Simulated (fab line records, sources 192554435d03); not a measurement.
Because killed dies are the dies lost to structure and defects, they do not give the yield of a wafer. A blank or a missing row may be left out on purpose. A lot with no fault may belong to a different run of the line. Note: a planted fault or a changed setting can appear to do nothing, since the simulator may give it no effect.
Which tool is to blame? + flow n5 finfet + 9 lots, 27 wafers sampled, at 3 steps of a route of 1938

## WHAT THE GAUGES SHOWED, per wafer
N5_FIN_SAQP_INSPECT_18: inspects for defects (brightfield).
| lot  | measured    | on                | raw defect count |
|------|-------------|-------------------|------------------|
| L617 | day 1 21:30 | defect inspect-02 | 176 296 340      |
| L619 | day 2 09:26 | defect inspect-02 | 300 420 338      |
| L621 | day 2 23:04 | defect inspect-02 | 600 334 305      |
| L622 | day 3 04:29 | defect inspect-02 | 481 362 363      |
| L623 | day 3 09:29 | defect inspect-01 | 356 330 392      |
| L630 | day 5 05:33 | defect inspect-02 | 400 276 534      |
| L631 | day 5 11:03 | defect inspect-01 | 249 319 374      |
| L638 | day 7 03:50 | defect inspect-02 | 1507 1429 1626   |
| L640 | day 7 15:55 | defect inspect-01 | 1383 1355 1393   |

## WHICH TOOL RAN EACH LOT (tool, then ch and the chambers of the sampled wafers, then the start)
| lot  | N5_PMOS_HMC_CHANNEL_EPI_CMP_21 | N5_FIN_SAQP_PRECLEAN_42            |
|------|--------------------------------|------------------------------------|
| L617 | cmp-04 ch 0,3, day 1 19:06     | wet bench-05 ch 0,6,7, day 1 20:01 |
| L619 | cmp-02 ch 1,2,3, day 2 07:21   | wet bench-03 ch 1,4,6, day 2 08:07 |
| L621 | cmp-03 ch 1,2,3, day 2 20:46   | wet bench-03 ch 0,3,6, day 2 21:38 |
| L622 | cmp-02 ch 0,2,3, day 3 02:16   | wet bench-02 ch 0,1,2, day 3 03:05 |
| L623 | cmp-04 ch 0,1,3, day 3 07:17   | wet bench-02 ch 2,3,5, day 3 08:07 |
| L630 | cmp-04 ch 1,2, day 5 01:58     | wet bench-05 ch 1,2,7, day 5 02:58 |
| L631 | cmp-04 ch 1,3, day 5 08:20     | wet bench-05 ch 3,4,6, day 5 09:12 |
| L638 | cmp-04 ch 1,2,3, day 7 01:41   | wet bench-05 ch 1,3,4, day 7 02:29 |
| L640 | cmp-02 ch 0,3, day 7 13:09     | wet bench-05 ch 1,2,7, day 7 14:04 |
- N5_PMOS_HMC_CHANNEL_EPI_CMP_21: polishes SiGe30, target thk 54 nm.
- N5_FIN_SAQP_PRECLEAN_42: cleans in O3/DIW, time 60 s.

## THE ANSWER, worked out from the rows above alone
Rule: the lots themselves supply what counts as usual. Put in order of their means at a reading, lots are off if they are a third of the lots or fewer, leave a main group of 4 or more, and stand apart from it by a gap of 3 or more times the standard deviation of the main group's means; of several such gaps the widest counts. A main group whose means are all the same, to the digits that the tables above print for the reading, isn't used. A lot without any number at a reading at which 4 lots or more have one is off too. All remaining lots with rows at the step are treated as sound.
Off, at N5_FIN_SAQP_INSPECT_18 on raw defect count: L638, L640. Mean 359 and standard deviation 49 in the main group.
A tool fits if, at a process step before that reading, it ran every lot that is off, and no sound lot after the first of them. The gauges at N5_FIN_SAQP_INSPECT_18 are tried like those tools. One fits: N5_FIN_SAQP_PRECLEAN_42 on wet bench-05. Its last sound lot is L631 (day 5 09:12), its first lot that is off L638 (day 7 02:29): a fault that began between those two fits.

## WHAT THE SIMULATOR HAD PUT IN
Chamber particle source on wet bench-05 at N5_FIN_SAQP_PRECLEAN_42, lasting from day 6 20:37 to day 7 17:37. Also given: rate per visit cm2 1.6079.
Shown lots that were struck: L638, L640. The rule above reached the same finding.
